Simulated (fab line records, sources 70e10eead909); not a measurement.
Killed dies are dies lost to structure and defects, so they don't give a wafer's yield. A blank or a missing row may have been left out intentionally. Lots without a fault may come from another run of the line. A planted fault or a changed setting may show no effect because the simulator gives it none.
A struck lot beside a sound one	flow nand_harc	13 steps out of a route of 1302
Sound: these wafers, L569.2, L569.3, L569.5. Struck: wafers L579.2, L579.5. (L579.4 of the same lot was not struck and is left out.) The cause comes at the end.
At each step with rows: each side's tool, then ch and its chambers, then its first start. Under that, the readings that differ: sound wafers	struck wafers	difference of the means	sigmas: that difference in standard deviations of wafers without a fault.
alike: words and numbers the same on both sides, and readings whose means are apart by under 2 such deviations; not compared: readings that were withheld, readings missing a value for some wafer, numbers with overlapping values and no deviation given by the record, and bounds like >300 which may hide the same value.
Wherever a step has rows on one side only, a row that says differs or no value, or a row with sigmas, the two part there. Numbers that have no deviation but don't overlap get no sigmas and don't part them. A reading that every wafer of one side lacks parts them only if that side has two wafers or more.

first, 7 steps without rows for these wafers: NHARC_A_STAIRCASE_COAT_304; NHARC_A_STAIRCASE_SOFTBAKE_305 (time 170 s); NHARC_A_STAIRCASE_EBR_306; NHARC_A_STAIRCASE_EXPOSE_307 (exposes mask CHOP 50); NHARC_A_STAIRCASE_PEB_308 (peb time 130 s); NHARC_A_STAIRCASE_DEVELOP_309 (time 140 s); NHARC_A_STAIRCASE_HARDBAKE_311 (time 140 s).
NHARC_A_STAIRCASE_DESCUM_312: chemistry O2, time 3 s.
  sound on rie_diel-10 ch 0,1, day 18 12:21; struck on rie_diel-10 ch 2,3, day 22 05:11
  alike: drypump_motor_current_A, oes_product_au, rf_vpp_V, showerhead_plenum_p_Torr, throttle_valve_pct
  not compared: rf_hours_counter_h
NHARC_A_STAIRCASE_ETCH_313: etches the open film in CF4/CHF3.
  sound on rie_diel-10 ch 0,1,3, day 18 12:26; struck on rie_diel-10 ch 2,3, day 22 05:17
  alike: drypump_motor_current_A, oes_product_au, rf_fwd_power_W, rf_vpp_V, showerhead_plenum_p_Torr, throttle_valve_pct
  not compared: rf_hours_counter_h
NHARC_A_STAIRCASE_HM_OPEN_463: chemistry O2/COS.
  sound: rie_diel-10 ch 1,3; struck: rie_diel-10 ch 2,3
  alike: drypump_motor_current_A, oes_product_au, rf_fwd_power_W, rf_vpp_V, showerhead_plenum_p_Torr, throttle_valve_pct
  not compared: rf_hours_counter_h
then, 1 step without rows for these wafers: NHARC_A_STAIRCASE_STRIP_464 (strips in O2/COS).
NHARC_A_STAIRCASE_ETCH_453: etches the open film in CF4/O2, target depth 30 nm, overetch 3 nm, time 16.5 s.
  sound on rie_diel-10 ch 1,3, day 18 12:58; struck on rie_diel-10 ch 0, day 22 05:44
reading	sound	struck	difference	sigmas
oes_product_au (a.u.)	0.992 0.990 0.983	0.950 0.954	-0.036	-4
  alike: drypump_motor_current_A, rf_fwd_power_W, rf_vpp_V, showerhead_plenum_p_Torr, throttle_valve_pct
  not compared: rf_hours_counter_h
NHARC_A_STAIRCASE_ETCH_315: etches the open film in C4F8/O2/Ar, target depth 2500 nm, time 607.1 s.
  sound: rie_diel-10 ch 0,3; struck: rie_diel-10 ch 2
reading	sound	struck	difference	sigmas
oes_product_au (a.u.)	0.939 0.916 0.919	0.940 0.947	+0.019	+2
  alike: rf_fwd_power_W, rf_vpp_V
  not compared: rf_hours_counter_h

== WHERE THEY PART ==
First at NHARC_A_STAIRCASE_ETCH_453; last, within this record, at NHARC_A_STAIRCASE_ETCH_315.

WHY: what the simulator had put in
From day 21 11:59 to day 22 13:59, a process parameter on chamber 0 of rie_diel-10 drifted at NHARC_A_STAIRCASE_ETCH_453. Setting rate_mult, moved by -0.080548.
